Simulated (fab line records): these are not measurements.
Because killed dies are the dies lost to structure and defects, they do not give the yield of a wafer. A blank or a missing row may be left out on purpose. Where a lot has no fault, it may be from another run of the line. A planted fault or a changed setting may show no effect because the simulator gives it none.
Chamber matching | flow nand harc | 4 sister chambers for NHARC_A_CONTACT_ETCH_48 on rie diel-11
The step etches the open film in CF4, target depth 39 nm, time 65 s. 14 wafers are shown with their chamber, then 7 later ones without.

## WAFERS, EACH WITH ITS CHAMBER
wafer  | chamber | showerhead plenum p Torr (Torr) | drypump motor current A (A) | oes product au (a.u.)
L428.2 | 2       | 1.82                            | 5.7                         | 0.994
L428.3 | 1       | 1.91                            | 5.8                         | 0.998
L428.6 | 0       | 1.81                            | 5.5                         | 0.990
L429.4 | 1       | 1.90                            | 5.8                         | 0.997
L429.5 | 3       | 1.90                            | 5.8                         | 1.001
L429.6 | 0       | 1.81                            | 5.5                         | 0.991
L436.1 | 3       | 1.90                            | 5.7                         | 1.008
L436.3 | 1       | 1.90                            | 5.8                         | 0.996
L436.6 | 2       | 1.82                            | 5.7                         | 0.992
L435.1 | 2       | 1.82                            | 5.7                         | 1.006
L435.5 | 2       | 1.82                            | 5.7                         | 1.005
L435.6 | 1       | 1.90                            | 5.8                         | 1.002
L437.3 | 1       | 1.90                            | 5.7                         | 0.993
L437.4 | 3       | 1.90                            | 5.7                         | 1.012

SIGNATURES (means of the wafers above)
reading                  | chamber 0 | chamber 1 | chamber 2 | chamber 3 | scatter within a chamber
showerhead plenum p Torr | 1.8100    | 1.9020    | 1.8200    | 1.9000    | 0.00283
drypump motor current A  | 5.500     | 5.780     | 5.700     | 5.733     | 0.0383
oes product au           | 0.99050   | 0.99720   | 0.99925   | 1.00700   | 0.00514
Rule: for each reading, subtract the chamber's mean from the wafer's reading, divide by that reading's scatter and square the result; add these up over the readings and take the root, which gives the wafer's distance from the chamber. The wafer belongs to the nearest chamber; if the next one is less than 2 further off, it can't be placed. How the scatter is found: for the shown wafers, subtract from each reading the mean of its chamber, square and add these, divide the total by (wafers less chambers), then take the root.

## WAFERS WITH NO CHAMBER GIVEN
wafer  | showerhead plenum p Torr (Torr) | drypump motor current A (A) | oes product au (a.u.)
L437.6 | 1.90                            | 5.7                         | 1.013
L447.2 | 1.81                            | 5.7                         | 0.991
L447.4 | 1.90                            | 5.8                         | 0.994
L447.5 | 1.81                            | 5.7                         | 0.990
L448.4 | 1.81                            | 5.6                         | 0.999
L448.5 | 1.80                            | 5.5                         | 1.024
L448.6 | 1.90                            | 5.8                         | 1.009

## EACH ONE'S CHAMBER
wafer  | from the rows above     | in truth
L437.6 | 3                       | 3
L447.2 | can't be placed: 2 or 0 | 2
L447.4 | can't be placed: 1 or 3 | 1
L447.5 | can't be placed: 2 or 0 | 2
L448.4 | can't be placed: 0 or 2 | 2
L448.5 | 0                       | 0
L448.6 | can't be placed: 3 or 1 | 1
Correctly placed: 2 of 7. These rows do not allow placing 5 (true chamber among the candidates in 5). 0 placed wrongly.
